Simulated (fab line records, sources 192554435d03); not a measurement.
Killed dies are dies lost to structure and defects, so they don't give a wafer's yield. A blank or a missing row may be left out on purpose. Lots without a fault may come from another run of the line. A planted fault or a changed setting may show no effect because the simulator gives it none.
Split-lot experiment | flow n5_finfet | 7 lots, 21 wafers read, on a route of 1938 steps

THE SPLIT
At N5_MOL_CONTACT_COAG_VIA_ETCH_46 (etches SiO2 in C4F6/O2, target depth 46 nm, overetch 9.2 nm, time 40 s), the setting bias_w was moved away from the recipe's 455 W on 5 of the 21 wafers read, by -7.3% to +13.3%. The other wafers ran this setting at the recipe's value.

The reading is taken at the split's own step.

THE READING
rf_vpp_V, in V, at N5_MOL_CONTACT_COAG_VIA_ETCH_46 (etches SiO2 in C4F6/O2, target depth 46 nm, overetch 9.2 nm, time 40 s). Fault-free wafers of this fab line usually give 1578 V, standard deviation 10 V.

wafer  | tool, chamber at the split | bias_w as run, W | against the recipe | rf_vpp_V, V | against lot-mates on the recipe
L075.2 | rie_diel-04, 1             | 455              | recipe             | 1581        | -
L075.5 | rie_diel-04, 1             | 455              | recipe             | 1582        | -
L075.6 | rie_diel-04, 0             | 455              | recipe             | 1575        | -
L076.2 | rie_diel-01, 2             | 515.3            | +13.3%             | 1741        | no lot-mate on the recipe
L076.4 | rie_diel-01, 2             | 515.3            | +13.3%             | 1741        | no lot-mate on the recipe
L076.6 | rie_diel-01, 0             | 515.3            | +13.3%             | 1733        | no lot-mate on the recipe
L084.3 | rie_diel-06, 3             | 455              | recipe             | 1578        | -
L084.4 | rie_diel-06, 1             | 455              | recipe             | 1559        | -
L084.5 | rie_diel-06, 0             | 455              | recipe             | 1592        | -
L088.3 | rie_diel-04, 2             | 489.6            | +7.6%              | 1680        | +98
L088.4 | rie_diel-04, 3             | 455              | recipe             | 1584        | -
L088.5 | rie_diel-04, 1             | 455              | recipe             | 1581        | -
L091.3 | rie_diel-06, 0             | 455              | recipe             | 1590        | -
L091.5 | rie_diel-06, 0             | 421.6            | -7.3%              | 1502        | -82
L091.6 | rie_diel-06, 3             | 455              | recipe             | 1579        | -
L093.2 | rie_diel-04, 2             | 455              | recipe             | 1589        | -
L093.3 | rie_diel-04, 1             | 455              | recipe             | 1581        | -
L093.4 | rie_diel-04, 1             | 455              | recipe             | 1579        | -
L095.2 | rie_diel-06, 2             | 455              | recipe             | 1568        | -
L095.3 | rie_diel-06, 1             | 455              | recipe             | 1557        | -
L095.5 | rie_diel-06, 3             | 455              | recipe             | 1577        | -

THE FIT
A straight line over all 21 wafers: rf_vpp_V changes by +12 V for each +1% of bias_w; r = +0.99; the points scatter about the line by 9.5 V.
The same after taking each lot's own level away (the mean of its wafers on the recipe; 18 wafers): +12.1 V for each +1%; r = +0.97; scatter 7.8 V.
On that fit, the largest move of bias_w shifts the reading by 1.6e+02 V.
The lots' own levels span 1567.3 to 1584.5 V, that is 1.7 times the standard deviation above.
So the lot-to-lot level changes the slope little: the two slopes agree.
Check: with one of the wafers moved furthest among these (+7.6%) left out of the fit, the line predicts +85.5 V for it against its lot-mates. It came out at +97.5 V against them.
Tool readings at the split's step, against how far the setting was moved: rf_vpp_V r = +0.99.

OTHER SPLITS ON THESE WAFERS
These wafers also went through other splits before the reading. Each is held against what the fit with the lots' levels taken away leaves over:
other split on the same wafers       | wafers away from the commonest value | r with rf_vpp_V (lot level and that fit taken away)
N5_HKMG_FIN_EXPOSE_46 dose_mj        | 5                                    | +0.31
N5_HKMG_FIN_ETCH_55 time_s           | 8                                    | +0.31
N5_GATE_CUT_ETCH_58 bias_w           | 6                                    | +0.31
N5_MOL_CONTACT_COAG_ETCH_15 source_w | 9                                    | +0.01

THE FILE'S OWN FIT
rf_vpp_V changes by +12 V for each +1% of bias_w, r = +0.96.
